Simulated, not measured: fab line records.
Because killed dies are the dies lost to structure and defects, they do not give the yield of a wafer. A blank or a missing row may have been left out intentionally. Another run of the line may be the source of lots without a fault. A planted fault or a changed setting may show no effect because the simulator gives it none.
The same fault as seen by 2 desks	flow n5_finfet	each desk has only its own numbers; what lay behind them comes last

AT THE METROLOGY DESK
What the gauges read for every lot (on any tool): the sampled wafers with a number, averaged. If a lot's mean is further than 4 standard deviations from the usual mean, the lot is out of limits and carries the mark OUT (the distance appears in the brackets). Shown here are 7 of its 11 readings, the ones lying furthest out on some lot.
Columns: A = cd_nm at N5_BEOL_M0_SAQP_CD_MEAS_29, usual 15.04 nm; B = DIBL_N at N5_BEOL_M4_RC_MEAS_101, usual 36.0 mV/V; C = DIBL_P at N5_BEOL_M4_RC_MEAS_101, usual 35.6 mV/V; D = IOFF_N at N5_BEOL_M4_RC_MEAS_101, usual 0.15 nA/um; E = ION_P at N5_BEOL_M4_RC_MEAS_101, usual 455 uA/um; F = SS_N at N5_BEOL_M4_RC_MEAS_101, usual 71.5 mV/dec; G = VT_P at N5_BEOL_M4_RC_MEAS_101, usual -253 mV
lot	first seen here	A	B	C	D	E	F	G
L183	day 5 18:31	15.18	36.5	35.4	0.15	459	70.6	-250
L187	day 6 15:17	15.23	37.5	36.2	0.18	460	71.6	-251
L190	day 7 09:22	15.05	36.0	34.9	0.13	452	71.3	-254
L196	day 9 05:31	15.21	37.2	38.1	0.18	458	71.7	-251
L197	day 9 10:32	15.13	36.9	36.4	0.15	461	70.8	-250
L201	day 10 03:53	15.20	38.9	38.4	0.19	462	72.0	-252
L202	day 10 11:27	15.10	37.6	37.1	0.18	457	72.0	-252
L204	day 10 19:22	14.65	36.9	36.4	0.17	463	72.2	-251
L205	day 11 01:02	14.79	34.1	35.4	0.13	445	71.4	-261
This desk's verdict: no lot among the 9 shows anything out of limits.

DESK OF THE TOOL OWNER: litho_track-04
The tool's own readings at N5_BEOL_M0_CUTY_COAT_51 (resist thk 150 nm): means of the sampled wafers that have a number, for each lot that ran on this tool. If a lot's mean is further than 4 standard deviations from the usual mean, the lot is out of limits and carries the mark OUT (the distance appears in the brackets).
Columns: A = spin_speed_rpm at N5_BEOL_M0_CUTY_COAT_51, usual 1500.1 rpm
lot	first seen here	A
L183	day 5 20:01	1499.7
L187	day 6 16:47	1500.2
L196	day 9 07:02	1627.5 (+99 or more) OUT
L197	day 9 12:08	1626.8 (+99 or more) OUT
L201	day 10 05:17	1626.8 (+99 or more) OUT
This desk finds L196, L197, L201 out of limits, L196 being first, at day 9 07:02 (spin_speed_rpm at N5_BEOL_M0_CUTY_COAT_51). In limits: L183, L187.

PUT TOGETHER
On L196, L197, L201, at day 9 07:02, an alarm was possible from the tool owner's desk.
The metrology desk saw nothing out of limits.
The metrology desk has L196, L197, L201 on record, within its limits.
The lots listed all ran N5_BEOL_M0_CUTY_COAT_51 on litho_track-04.

WHAT THE SIMULATOR HAD INSERTED
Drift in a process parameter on litho_track-04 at N5_BEOL_M0_CUTY_COAT_51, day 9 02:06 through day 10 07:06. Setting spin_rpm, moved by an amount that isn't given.
Struck lots among those shown: L196, L197, L201.
Each desk's first reading out of limits, in hours after the fault started: the tool owner's desk, 5.
